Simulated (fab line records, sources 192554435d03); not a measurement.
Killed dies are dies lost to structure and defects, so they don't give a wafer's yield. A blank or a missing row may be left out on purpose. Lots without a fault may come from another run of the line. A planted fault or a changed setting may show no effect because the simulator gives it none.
Chamber matching | flow n5_finfet | N5_FIN_SAQP_DESCUM_21 on rie_diel-04: 4 sister chambers
The step chemistry O2, time 7.9 s. 8 wafers are shown with their chamber, then 9 later ones without.

WAFERS WITH THEIR CHAMBER
wafer  | chamber | showerhead_plenum_p_Torr (Torr) | drypump_motor_current_A (A)
L077.4 | 1       | 2.11                            | 5.7
L083.2 | 0       | 2.00                            | 6.6
L087.3 | 3       | 2.18                            | 5.7
L087.4 | 2       | 2.16                            | 5.8
L087.6 | 1       | 2.10                            | 5.7
L089.1 | 2       | 2.15                            | 5.7
L089.2 | 0       | 1.99                            | 6.6
L089.4 | 3       | 2.17                            | 5.6

WAFERS WITHOUT THEIR CHAMBER
wafer  | showerhead_plenum_p_Torr (Torr) | drypump_motor_current_A (A)
L093.2 | 1.99                            | 6.6
L093.4 | 2.15                            | 5.7
L093.6 | 1.99                            | 6.6
L095.2 | 1.99                            | 6.6
L095.4 | 2.15                            | 5.7
L095.6 | 2.10                            | 5.7
L096.1 | 2.09                            | 5.7
L096.2 | 2.17                            | 5.7
L096.6 | 2.15                            | 5.7

WHICH CHAMBER EACH WENT THROUGH
wafer  | from the rows above     | in truth
L093.2 | 0                       | 0
L093.4 | 2                       | 2
L093.6 | 0                       | 0
L095.2 | 0                       | 0
L095.4 | 2                       | 2
L095.6 | 1                       | 1
L096.1 | 1                       | 1
L096.2 | can't be placed: 3 or 2 | 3
L096.6 | 2                       | 2
Placed correctly: 8 of 9. Can't be placed from these rows: 1 (the true chamber is among the candidates in 1). Placed wrongly: 0.
How it was worked out, from the rows above alone: a wafer's distance from a chamber is the root of the sum, over the readings, of the square of ((its reading less the chamber's mean) divided by the reading's scatter). The wafer belongs to the nearest chamber; if the next one is less than 2 further off, it can't be placed. A chamber's mean is the mean of its shown wafers. The scatter: the root of (the sum of the squares of (reading less its chamber's mean) over the shown wafers, divided by (wafers less chambers)).
